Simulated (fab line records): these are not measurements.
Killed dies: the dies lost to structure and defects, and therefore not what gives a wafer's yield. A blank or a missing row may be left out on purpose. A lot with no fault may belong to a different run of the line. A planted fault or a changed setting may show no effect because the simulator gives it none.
What tool caused it? || flow n5Finfet || 27 wafers from 9 lots sampled at 5 of the route's 1938 steps

WHAT EACH GAUGE READ, for each wafer
N5_BEOL_M4_RC_MEAS_101. Usual: DIBL_N 36.1 mV/V, standard deviation 1.6; DIBL_P 35.8 mV/V, standard deviation 2; IOFF_N 0.157 nA/um, standard deviation 0.029; IOFF_P 0.21 nA/um, standard deviation 0.034; ION_N 677 uA/um, standard deviation 13; ION_P 465 uA/um, standard deviation 8.1; SS_N 71.3 mV/dec, standard deviation 0.61; SS_P 73.2 mV/dec, standard deviation 0.65; VT_N 249 mV, standard deviation 3.3; VT_P -250 mV, standard deviation 3.2.
{"lot": "L516", "measured": "day 9 19:17", "on": "prober-02", "DIBL_N (mV/V)": "40.0 35.2 35.3", "DIBL_P (mV/V)": "39.3 33.5 33.8", "IOFF_N (nA/um)": "0.244 0.147 0.142", "IOFF_P (nA/um)": "0.29 0.18 0.19", "ION_N (uA/um)": "701 679 672", "ION_P (uA/um)": "475 459 459", "SS_N (mV/dec)": "72.2 70.7 71.1", "SS_P (mV/dec)": "74.9 73.0 73.3", "VT_N (mV)": "244 249 251", "VT_P (mV)": "-246 -251 -251", "flag": ""}
{"lot": "L517", "measured": "day 10 01:29", "on": "prober-01", "DIBL_N (mV/V)": "33.4 35.9 33.6", "DIBL_P (mV/V)": "31.8 34.4 31.7", "IOFF_N (nA/um)": "0.111 0.152 0.112", "IOFF_P (nA/um)": "0.16 0.20 0.16", "ION_N (uA/um)": "658 693 679", "ION_P (uA/um)": "455 473 467", "SS_N (mV/dec)": "70.3 70.8 70.9", "SS_P (mV/dec)": "72.7 72.9 72.5", "VT_N (mV)": "254 248 253", "VT_P (mV)": "-255 -249 -254", "flag": ""}
{"lot": "L520", "measured": "day 11 00:16", "on": "prober-01", "DIBL_N (mV/V)": "34.5 35.3 35.4", "DIBL_P (mV/V)": "34.7 34.3 34.9", "IOFF_N (nA/um)": "0.136 0.138 0.137", "IOFF_P (nA/um)": "0.18 0.16 0.17", "ION_N (uA/um)": "683 655 667", "ION_P (uA/um)": "459 444 452", "SS_N (mV/dec)": "70.8 71.7 71.6", "SS_P (mV/dec)": "73.2 73.0 72.5", "VT_N (mV)": "250 251 249", "VT_P (mV)": "-252 -254 -254", "flag": ""}
{"lot": "L521", "measured": "day 11 03:11", "on": "prober-01", "DIBL_N (mV/V)": "36.5 34.9 35.6", "DIBL_P (mV/V)": "36.5 34.3 35.2", "IOFF_N (nA/um)": "0.151 0.124 0.141", "IOFF_P (nA/um)": "0.23 0.20 0.22", "ION_N (uA/um)": "683 667 663", "ION_P (uA/um)": "471 464 460", "SS_N (mV/dec)": "70.4 71.1 70.9", "SS_P (mV/dec)": "72.7 73.2 73.1", "VT_N (mV)": "249 254 252", "VT_P (mV)": "-248 -251 -249", "flag": ""}
{"lot": "L522", "measured": "day 11 04:52", "on": "prober-01", "DIBL_N (mV/V)": "35.7 36.1 36.9", "DIBL_P (mV/V)": "34.9 36.7 36.5", "IOFF_N (nA/um)": "0.159 0.173 0.179", "IOFF_P (nA/um)": "0.24 0.28 0.27", "ION_N (uA/um)": "678 685 678", "ION_P (uA/um)": "474 478 478", "SS_N (mV/dec)": "70.0 70.5 71.5", "SS_P (mV/dec)": "72.7 73.2 73.3", "VT_N (mV)": "251 250 248", "VT_P (mV)": "-242 -245 -244", "flag": ""}
{"lot": "L524", "measured": "day 12 09:45", "on": "prober-02", "DIBL_N (mV/V)": "34.7 35.7 36.0", "DIBL_P (mV/V)": "34.5 34.6 35.6", "IOFF_N (nA/um)": "0.137 0.144 0.157", "IOFF_P (nA/um)": "0.19 0.18 0.20", "ION_N (uA/um)": "675 661 668", "ION_P (uA/um)": "467 455 453", "SS_N (mV/dec)": "71.1 71.6 72.3", "SS_P (mV/dec)": "72.2 72.4 72.8", "VT_N (mV)": "248 249 247", "VT_P (mV)": "-250 -253 -251", "flag": ""}
{"lot": "L526", "measured": "day 12 11:02", "on": "prober-02", "DIBL_N (mV/V)": "36.2 37.6 38.2", "DIBL_P (mV/V)": "37.6 39.2 39.5", "IOFF_N (nA/um)": "0.172 0.200 0.204", "IOFF_P (nA/um)": "0.23 0.27 0.27", "ION_N (uA/um)": "702 708 692", "ION_P (uA/um)": "483 481 474", "SS_N (mV/dec)": "71.0 72.1 71.3", "SS_P (mV/dec)": "73.5 74.2 74.7", "VT_N (mV)": "249 245 245", "VT_P (mV)": "-249 -250 -249", "flag": ""}
{"lot": "L531", "measured": "day 13 19:41", "on": "prober-01", "DIBL_N (mV/V)": "36.0 36.1 35.5", "DIBL_P (mV/V)": "36.3 35.9 35.3", "IOFF_N (nA/um)": "0.141 0.144 0.136", "IOFF_P (nA/um)": "0.21 0.22 0.21", "ION_N (uA/um)": "678 670 664", "ION_P (uA/um)": "466 460 463", "SS_N (mV/dec)": "71.5 71.0 71.3", "SS_P (mV/dec)": "74.2 73.0 73.2", "VT_N (mV)": "252 250 253", "VT_P (mV)": "-247 -248 -248", "flag": ""}
{"lot": "L537", "measured": "day 15 06:53", "on": "prober-02", "DIBL_N (mV/V)": "37.4 37.5 36.9", "DIBL_P (mV/V)": "38.5 37.4 37.8", "IOFF_N (nA/um)": "0.181 0.181 0.172", "IOFF_P (nA/um)": "0.25 0.24 0.24", "ION_N (uA/um)": "683 694 696", "ION_P (uA/um)": "464 476 480", "SS_N (mV/dec)": "72.0 72.1 71.8", "SS_P (mV/dec)": "73.1 73.9 73.8", "VT_N (mV)": "248 246 249", "VT_P (mV)": "-249 -248 -249", "flag": ""}

WHICH TOOL RAN EACH LOT (tool, then ch and the chambers of the sampled wafers, then the start)
{"lot": "L516", "N5_BEOL_M0_CUTY_DESCUM_61": "rieDiel-05 ch 0,2, day 6 04:37", "N5_BEOL_M0_CUTY_ETCH_62": "rieDiel-05 ch 0,2, day 6 04:40", "N5_BEOL_M0_CVD_115": "cvdCo-02 ch 0,2, day 6 06:29", "N5_BEOL_M0_ANNEAL_117": "pvdSputter-01, day 6 06:44"}
{"lot": "L517", "N5_BEOL_M0_CUTY_DESCUM_61": "rieDiel-01 ch 0,1,3, day 6 09:28", "N5_BEOL_M0_CUTY_ETCH_62": "rieDiel-01 ch 0,1,3, day 6 09:29", "N5_BEOL_M0_CVD_115": "cvdCo-02 ch 1,2, day 6 13:25", "N5_BEOL_M0_ANNEAL_117": "pvdSputter-02, day 6 13:37"}
{"lot": "L520", "N5_BEOL_M0_CUTY_DESCUM_61": "rieDiel-03 ch 1,2, day 7 05:39", "N5_BEOL_M0_CUTY_ETCH_62": "rieDiel-03 ch 1,2, day 7 05:41", "N5_BEOL_M0_CVD_115": "cvdCo-01 ch 0,1, day 7 08:19", "N5_BEOL_M0_ANNEAL_117": "pvdSputter-01, day 7 09:28"}
{"lot": "L521", "N5_BEOL_M0_CUTY_DESCUM_61": "rieDiel-03 ch 1,3, day 7 11:03", "N5_BEOL_M0_CUTY_ETCH_62": "rieDiel-03 ch 1,3, day 7 11:05", "N5_BEOL_M0_CVD_115": "cvdCo-01 ch 1,2, day 7 18:11", "N5_BEOL_M0_ANNEAL_117": "pvdSputter-02, day 7 18:22"}
{"lot": "L522", "N5_BEOL_M0_CUTY_DESCUM_61": "rieDiel-01 ch 0,2,3, day 7 17:14", "N5_BEOL_M0_CUTY_ETCH_62": "rieDiel-01 ch 0,2,3, day 7 17:16", "N5_BEOL_M0_CVD_115": "cvdCo-01 ch 0,1, day 7 21:27", "N5_BEOL_M0_ANNEAL_117": "pvdSputter-02, day 7 21:46"}
{"lot": "L524", "N5_BEOL_M0_CUTY_DESCUM_61": "rieDiel-01 ch 1,3, day 8 05:05", "N5_BEOL_M0_CUTY_ETCH_62": "rieDiel-01 ch 1,3, day 8 05:08", "N5_BEOL_M0_CVD_115": "cvdCo-01 ch 0, day 8 08:59", "N5_BEOL_M0_ANNEAL_117": "pvdSputter-03, day 8 09:17"}
{"lot": "L526", "N5_BEOL_M0_CUTY_DESCUM_61": "rieDiel-01 ch 1,2,3, day 8 20:26", "N5_BEOL_M0_CUTY_ETCH_62": "rieDiel-01 ch 1,2,3, day 8 20:28", "N5_BEOL_M0_CVD_115": "cvdCo-02 ch 0,2, day 9 00:45", "N5_BEOL_M0_ANNEAL_117": "pvdSputter-03, day 9 01:02"}
{"lot": "L531", "N5_BEOL_M0_CUTY_DESCUM_61": "rieDiel-05 ch 1,2, day 9 20:34", "N5_BEOL_M0_CUTY_ETCH_62": "rieDiel-05 ch 1,2, day 9 20:37", "N5_BEOL_M0_CVD_115": "cvdCo-02 ch 0,1,2, day 9 22:52", "N5_BEOL_M0_ANNEAL_117": "pvdSputter-01, day 10 00:20"}
{"lot": "L537", "N5_BEOL_M0_CUTY_DESCUM_61": "rieDiel-01 ch 0,2, day 11 14:10", "N5_BEOL_M0_CUTY_ETCH_62": "rieDiel-01 ch 0,2, day 11 14:12", "N5_BEOL_M0_CVD_115": "cvdCo-02 ch 0,1,2, day 11 22:50", "N5_BEOL_M0_ANNEAL_117": "pvdSputter-02, day 11 23:02"}
- N5_BEOL_M0_CUTY_DESCUM_61: chemistry O2, time 7.9 s.
- N5_BEOL_M0_CUTY_ETCH_62: etches SiARC in CF4, time 58.5 s.
- N5_BEOL_M0_CVD_115: deposits Co from CCTBA/H2, time 120 s.
- N5_BEOL_M0_ANNEAL_117: time 60 s.

AS READ BY THE TOOLS THEMSELVES (means over the sampled wafers that have a number; for cases with no such wafer, the mark the record gives instead)
N5_BEOL_M0_CUTY_DESCUM_61. Usual: drypumpMotorCurrentA 5.7 A, standard deviation 0.38; oesProductAu 0.83 a.u., standard deviation 0.094; rfVppV 243.2 V, standard deviation 1.7; showerheadPlenumPTorr 2.10 Torr, standard deviation 0.097; throttleValvePct 20.45 %, standard deviation 0.25.
{"lot": "L516", "tool": "rieDiel-05", "drypumpMotorCurrentA (A)": 5.6, "oesProductAu (a.u.)": 0.86, "rfVppV (V)": 243.9, "showerheadPlenumPTorr (Torr)": 2.14, "throttleValvePct (%)": 20.53, "flag": ""}
{"lot": "L517", "tool": "rieDiel-01", "drypumpMotorCurrentA (A)": 6.0, "oesProductAu (a.u.)": 0.94, "rfVppV (V)": 243.2, "showerheadPlenumPTorr (Torr)": 2.12, "throttleValvePct (%)": 20.42, "flag": ""}
{"lot": "L520", "tool": "rieDiel-03", "drypumpMotorCurrentA (A)": 5.6, "oesProductAu (a.u.)": 0.77, "rfVppV (V)": 242.9, "showerheadPlenumPTorr (Torr)": 2.07, "throttleValvePct (%)": 20.68, "flag": ""}
{"lot": "L521", "tool": "rieDiel-03", "drypumpMotorCurrentA (A)": 5.8, "oesProductAu (a.u.)": 0.83, "rfVppV (V)": 244.2, "showerheadPlenumPTorr (Torr)": 2.17, "throttleValvePct (%)": 20.37, "flag": ""}
{"lot": "L522", "tool": "rieDiel-01", "drypumpMotorCurrentA (A)": 5.7, "oesProductAu (a.u.)": 0.92, "rfVppV (V)": 242.9, "showerheadPlenumPTorr (Torr)": 2.10, "throttleValvePct (%)": 20.32, "flag": ""}
{"lot": "L524", "tool": "rieDiel-01", "drypumpMotorCurrentA (A)": 6.3, "oesProductAu (a.u.)": 0.88, "rfVppV (V)": 244.1, "showerheadPlenumPTorr (Torr)": 2.18, "throttleValvePct (%)": 20.59, "flag": ""}
{"lot": "L526", "tool": "rieDiel-01", "drypumpMotorCurrentA (A)": 5.8, "oesProductAu (a.u.)": 0.89, "rfVppV (V)": 243.5, "showerheadPlenumPTorr (Torr)": 2.11, "throttleValvePct (%)": 20.39, "flag": ""}
{"lot": "L531", "tool": "rieDiel-05", "drypumpMotorCurrentA (A)": 5.6, "oesProductAu (a.u.)": 0.85, "rfVppV (V)": 244.2, "showerheadPlenumPTorr (Torr)": 2.16, "throttleValvePct (%)": 20.38, "flag": ""}
{"lot": "L537", "tool": "rieDiel-01", "drypumpMotorCurrentA (A)": 5.4, "oesProductAu (a.u.)": 0.87, "rfVppV (V)": 241.6, "showerheadPlenumPTorr (Torr)": 2.03, "throttleValvePct (%)": 20.21, "flag": ""}

N5_BEOL_M0_CUTY_ETCH_62. Usual: cf4FlowSccm is 100.03 sccm with standard deviation 0.3, drypumpMotorCurrentA is 5.7 A with standard deviation 0.38, etchRfOnTimeS is 58.3 s with standard deviation 1.6, oesProductAu is 0.71 a.u. with standard deviation 0.083, rfVppV is 184.1 V with standard deviation 1.4, showerheadPlenumPTorr is 2.15 Torr with standard deviation 0.099, and throttleValvePct is 15.59 % with standard deviation 0.22.
{"lot": "L516", "tool": "rieDiel-05", "cf4FlowSccm (sccm)": 100.05, "drypumpMotorCurrentA (A)": 5.7, "etchRfOnTimeS (s)": 59.0, "oesProductAu (a.u.)": 0.73, "rfVppV (V)": 184.9, "showerheadPlenumPTorr (Torr)": 2.17, "throttleValvePct (%)": 15.54, "flag": ""}
{"lot": "L517", "tool": "rieDiel-01", "cf4FlowSccm (sccm)": 100.09, "drypumpMotorCurrentA (A)": 6.0, "etchRfOnTimeS (s)": 57.7, "oesProductAu (a.u.)": 0.79, "rfVppV (V)": 184.3, "showerheadPlenumPTorr (Torr)": 2.17, "throttleValvePct (%)": 15.55, "flag": ""}
{"lot": "L520", "tool": "rieDiel-03", "cf4FlowSccm (sccm)": 100.01, "drypumpMotorCurrentA (A)": 5.6, "etchRfOnTimeS (s)": 59.1, "oesProductAu (a.u.)": 0.65, "rfVppV (V)": 183.4, "showerheadPlenumPTorr (Torr)": 2.10, "throttleValvePct (%)": 15.73, "flag": ""}
{"lot": "L521", "tool": "rieDiel-03", "cf4FlowSccm (sccm)": 100.26, "drypumpMotorCurrentA (A)": 5.8, "etchRfOnTimeS (s)": 56.9, "oesProductAu (a.u.)": 0.72, "rfVppV (V)": 184.7, "showerheadPlenumPTorr (Torr)": 2.21, "throttleValvePct (%)": 15.47, "flag": ""}
{"lot": "L522", "tool": "rieDiel-01", "cf4FlowSccm (sccm)": 100.09, "drypumpMotorCurrentA (A)": 5.7, "etchRfOnTimeS (s)": 58.0, "oesProductAu (a.u.)": 0.78, "rfVppV (V)": 184.1, "showerheadPlenumPTorr (Torr)": 2.16, "throttleValvePct (%)": 15.51, "flag": ""}
{"lot": "L524", "tool": "rieDiel-01", "cf4FlowSccm (sccm)": 100.13, "drypumpMotorCurrentA (A)": 6.2, "etchRfOnTimeS (s)": 55.6, "oesProductAu (a.u.)": 0.78, "rfVppV (V)": 185.8, "showerheadPlenumPTorr (Torr)": 2.23, "throttleValvePct (%)": 15.67, "flag": ""}
{"lot": "L526", "tool": "rieDiel-01", "cf4FlowSccm (sccm)": 100.03, "drypumpMotorCurrentA (A)": 5.8, "etchRfOnTimeS (s)": 56.6, "oesProductAu (a.u.)": 0.77, "rfVppV (V)": 184.0, "showerheadPlenumPTorr (Torr)": 2.16, "throttleValvePct (%)": 15.50, "flag": ""}
{"lot": "L531", "tool": "rieDiel-05", "cf4FlowSccm (sccm)": 99.90, "drypumpMotorCurrentA (A)": 5.6, "etchRfOnTimeS (s)": 59.7, "oesProductAu (a.u.)": 0.72, "rfVppV (V)": 184.5, "showerheadPlenumPTorr (Torr)": 2.20, "throttleValvePct (%)": 15.49, "flag": ""}
{"lot": "L537", "tool": "rieDiel-01", "cf4FlowSccm (sccm)": 100.09, "drypumpMotorCurrentA (A)": 5.5, "etchRfOnTimeS (s)": 58.9, "oesProductAu (a.u.)": 0.74, "rfVppV (V)": 183.7, "showerheadPlenumPTorr (Torr)": 2.09, "throttleValvePct (%)": 15.46, "flag": ""}

N5_BEOL_M0_CVD_115. Usual: chamberPressureTorr 30.00 Torr, standard deviation 0.06; runLengthS 143.2 s, standard deviation 0.46.
{"lot": "L516", "tool": "cvdCo-02", "chamberPressureTorr (Torr)": 29.98, "runLengthS (s)": 142.7, "flag": ""}
{"lot": "L517", "tool": "cvdCo-02", "chamberPressureTorr (Torr)": 30.07, "runLengthS (s)": 143.0, "flag": ""}
{"lot": "L520", "tool": "cvdCo-01", "chamberPressureTorr (Torr)": 30.03, "runLengthS (s)": 143.3, "flag": ""}
{"lot": "L521", "tool": "cvdCo-01", "chamberPressureTorr (Torr)": 30.02, "runLengthS (s)": 142.9, "flag": ""}
{"lot": "L522", "tool": "cvdCo-01", "chamberPressureTorr (Torr)": 29.96, "runLengthS (s)": 174.5, "flag": "OFF"}
{"lot": "L524", "tool": "cvdCo-01", "chamberPressureTorr (Torr)": 30.00, "runLengthS (s)": 174.5, "flag": "OFF"}
{"lot": "L526", "tool": "cvdCo-02", "chamberPressureTorr (Torr)": 30.05, "runLengthS (s)": 142.4, "flag": ""}
{"lot": "L531", "tool": "cvdCo-02", "chamberPressureTorr (Torr)": 29.97, "runLengthS (s)": 143.0, "flag": ""}
{"lot": "L537", "tool": "cvdCo-02", "chamberPressureTorr (Torr)": 29.98, "runLengthS (s)": 142.8, "flag": ""}

N5_BEOL_M0_ANNEAL_117. Usual: heaterPowerW reads 790 W (standard deviation 80).
{"lot": "L516", "tool": "pvdSputter-01", "heaterPowerW (W)": 864, "flag": ""}
{"lot": "L517", "tool": "pvdSputter-02", "heaterPowerW (W)": 743, "flag": ""}
{"lot": "L520", "tool": "pvdSputter-01", "heaterPowerW (W)": 764, "flag": ""}
{"lot": "L521", "tool": "pvdSputter-02", "heaterPowerW (W)": 686, "flag": ""}
{"lot": "L522", "tool": "pvdSputter-02", "heaterPowerW (W)": 764, "flag": ""}
{"lot": "L524", "tool": "pvdSputter-03", "heaterPowerW (W)": 833, "flag": ""}
{"lot": "L526", "tool": "pvdSputter-03", "heaterPowerW (W)": 805, "flag": ""}
{"lot": "L531", "tool": "pvdSputter-01", "heaterPowerW (W)": 830, "flag": ""}
{"lot": "L537", "tool": "pvdSputter-02", "heaterPowerW (W)": 768, "flag": ""}

THE ANSWER, worked out from the rows above alone
Rule: a lot counts as off when the mean over its wafers that have a number is more than 3 standard deviations away from the usual mean. A lot without any number at a reading at which 4 lots or more have one is off too. Any other lot the step has rows for is counted as sound. After the gauges, taken in route order, come the tools' own readings; for these a lot's mean is taken, as printed above. The first step at which some lot is off is used, and at that step the reading that is off furthest; a lot without a number counts as furthest.
Off at N5_BEOL_M0_CVD_115 (runLengthS): L522, L524.
A tool fits if, at that step or a process step before it, it ran every lot that is off, and no sound lot after the first of them. One candidate fits, namely cvdCo-01 at N5_BEOL_M0_CVD_115. A fault onset in the window from L521 (day 7 18:11, its last sound lot) to L522 (day 7 21:27, its first lot off) fits.
On the lots that are off, the tool's own readings at N5_BEOL_M0_CVD_115 differ by more than 5 times the standard deviation of the sound lots' means, which bears it out; runLengthS reads 174.5 s there versus 142.9 s on the sound lots.

WHAT HAD BEEN PUT IN BY THE SIMULATOR
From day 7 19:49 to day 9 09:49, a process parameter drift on cvdCo-01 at N5_BEOL_M0_CVD_115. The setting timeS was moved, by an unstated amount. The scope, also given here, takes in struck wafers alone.
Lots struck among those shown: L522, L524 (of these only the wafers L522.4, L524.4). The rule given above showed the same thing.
